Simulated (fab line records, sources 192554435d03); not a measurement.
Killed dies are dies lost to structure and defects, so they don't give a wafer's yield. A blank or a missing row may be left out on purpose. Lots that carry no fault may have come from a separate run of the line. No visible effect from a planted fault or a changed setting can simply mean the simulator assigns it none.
Struck lot and sound lot, side by side -- flow n5Finfet -- 38 out of 1938 route steps
Sound: wafers L562.3, L562.4, L562.6. Struck: wafer L559.6; the same lot's L559.5 was not struck, so it is left out; see the end for the cause.
For every step that has rows: the tool of each side, followed by ch and its chambers, followed by its first start. Under that, the readings that differ: sound wafers -- struck wafers -- difference of the means -- sigmas: that difference in standard deviations of wafers without a fault.
alike: same words and numbers on both sides, and readings whose means sit less than 2 such deviations apart. not compared: any withheld reading, any reading some wafer has no value for, any bound like >300 that may hide the same value, and any number with overlapping values for which the record gives no deviation.
The two part at a step that has a row with sigmas, a row that says differs or no value, or rows on one side only. Non-overlapping numbers with no deviation appear without sigmas and do not part them. A reading missing from all wafers of one side parts the sides only when that side holds two or more wafers.

first, 9 steps without rows for these wafers: N5_BEOL_M1_COAT_05 (resist thk 30 nm); N5_BEOL_M1_EBR_07; N5_BEOL_M1_SOFTBAKE_06 (time 60 s); N5_BEOL_M1_EXPOSE_08 (exposes mask M1); N5_BEOL_M1_PEB_09 (peb time 60 s); N5_BEOL_M1_DEVELOP_10 (develop time 30 s); N5_BEOL_M1_DESCUM_16 (chemistry O2, time 7 s); N5_BEOL_M1_ETCH_74 (etches underlayer in N2/H2, target depth 6.5 nm, time 5.2 s); N5_BEOL_M1_ETCH_63 (etches SiARC in CF4, target depth 15.6 nm, time 26 s).
N5_BEOL_M1_ETCH_64: etches SOC in N2/H2, target depth 75 nm, overetch 15 nm, time 112.5 s.
  sound on rieDiel-06 ch 0,1,3, day 12 10:13; struck on rieDiel-03 ch 1, day 11 11:03
reading,sound,struck,difference,sigmas
model.SiARC_of_BEOL_M1_COAT_62.thkNm (nm),6.8 6.8 6.8,3,-4,
model.BEOL_M1.cdOffsetNm (nm),0 -0.2 0,1.6,+1.7,
  alike: drypumpMotorCurrentA, h2FlowSccm, oesProductAu, rfVppV, showerheadPlenumPTorr, tempC, throttleValvePct
  not compared: rfHoursCounterH
then, 3 steps without rows for these wafers: N5_BEOL_M1_STRIP_65 (strips in N2/H2); N5_BEOL_M1_STRIP_75 (strips in N2/H2); N5_BEOL_M1_STRIP_66 (strips in CF4).
N5_BEOL_M1_HM_OPEN_17: chemistry Cl2/BCl3, target TiN, target depth 20 nm, overetch 6 nm.
  sound on rieMetal-02 ch 0,1, day 12 10:25; struck on rieMetal-02 ch 0, day 11 11:16
reading,sound,struck,difference,sigmas
model.BEOL_M1.cdOffsetNm (nm),0 -0.2 0.2,1.6,+1.6,
  alike: drypumpMotorCurrentA, mfcArSccm, oes_ar_750_au, oesProductAu, throttleValvePct
  not compared: rfHoursCounterH
then, 1 step without rows for these wafers: N5_BEOL_M1_STRIP_19 (strips in O2).
N5_BEOL_M1_CD_MEAS_18: pitch 36 nm, target cd 18 nm.
  sound: cdSem-02 at day 12 10:35; struck: cdSem-02 at day 11 11:29
reading,sound,struck,difference,sigmas
cdNm (nm),17.8 17.7 18.4,19.5,+1.5,+5
then, 20 steps without rows for these wafers: N5_BEOL_M1_COAT_67 (time 60 s, resist thk 60 nm); N5_BEOL_M1_COAT_68 (time 60 s, resist thk 12 nm); N5_BEOL_M1_COAT_76 (time 60 s, resist thk 5 nm); N5_BEOL_M1_COAT_22 (resist thk 30 nm); N5_BEOL_M1_EBR_24; N5_BEOL_M1_SOFTBAKE_23 (time 60 s); N5_BEOL_M1_EXPOSE_25 (exposes mask V0, defocus 5 nm, target cd 24 nm); N5_BEOL_M1_PEB_26 (peb time 60 s); N5_BEOL_M1_DEVELOP_27 (develop time 30 s); N5_BEOL_M1_DESCUM_33 (chemistry O2, time 7 s); N5_BEOL_M1_ETCH_77 (etches underlayer in N2/H2, target depth 6.5 nm, time 5.2 s); N5_BEOL_M1_ETCH_69 (etches SiARC in CF4, target depth 15.6 nm, time 26 s); N5_BEOL_M1_ALD_98 (deposits SiO2, target thk 2.5 nm, pulse time 1 s, co reactant pulse time 1 s); N5_BEOL_M1_ETCHBACK_99 (etches SiO2 in CHF3, target depth 5 nm, time 10.4 s); N5_BEOL_M1_ETCH_70 (etches SOC in N2/H2, target depth 80 nm, overetch 16 nm, time 120 s); N5_BEOL_M1_STRIP_71 (strips in N2/H2); N5_BEOL_M1_STRIP_78 (strips in N2/H2); N5_BEOL_M1_VIA_ETCH_34 (etches the open film in C4F6/O2, target depth 67.8 nm, time 64.4 s); N5_BEOL_M1_STRIP_83 (strips in C4F6/O2); N5_BEOL_M1_STRIP_36 (strips in N2/H2).
-- a jump in the record: the struck wafers' starts before and after are 3 days apart (it breaks off in module BEOL_M1 and resumes in module BEOL_M4, where the first step shown is number 1111 of the route) --
N5_BEOL_M4_RC_MEAS_101:
  sound on prober-02 ch 0, day 15 15:43; struck on prober-01 ch 0, day 14 23:08
reading,sound,struck,difference,sigmas
CHAIN_V0 (ohm/link),237 244 224,207,-28,-4
CHAIN_V0_max_site (ohm/link),239 256 240,219,-26,-3
SERP_M1 (ohm/um),195 199 186,143,-50,-4
SERP_M1_max_site (ohm/um),209 207 190,152,-50,-4
  alike: DIBL_N, DIBL_P, IOFF_N, IOFF_P, ION_N, ION_P, SS_N, SS_P, VT_N, VT_P
-- the record jumps here: 5 days lie between the struck wafers' starts before and after (it left off in module BEOL_M4 and takes up again in module PASSIVATION, whose first step shown is number 1936 of the route) --
N5_PASSIVATION_PROBE_49:
  rows exist in the record for the struck wafers here (prober-02, day 19 17:53), but not for the sound ones

== WHERE THEY PART ==
First at N5_BEOL_M1_CD_MEAS_18; last, within this record, at N5_PASSIVATION_PROBE_49.

WHY: what the simulator had put in
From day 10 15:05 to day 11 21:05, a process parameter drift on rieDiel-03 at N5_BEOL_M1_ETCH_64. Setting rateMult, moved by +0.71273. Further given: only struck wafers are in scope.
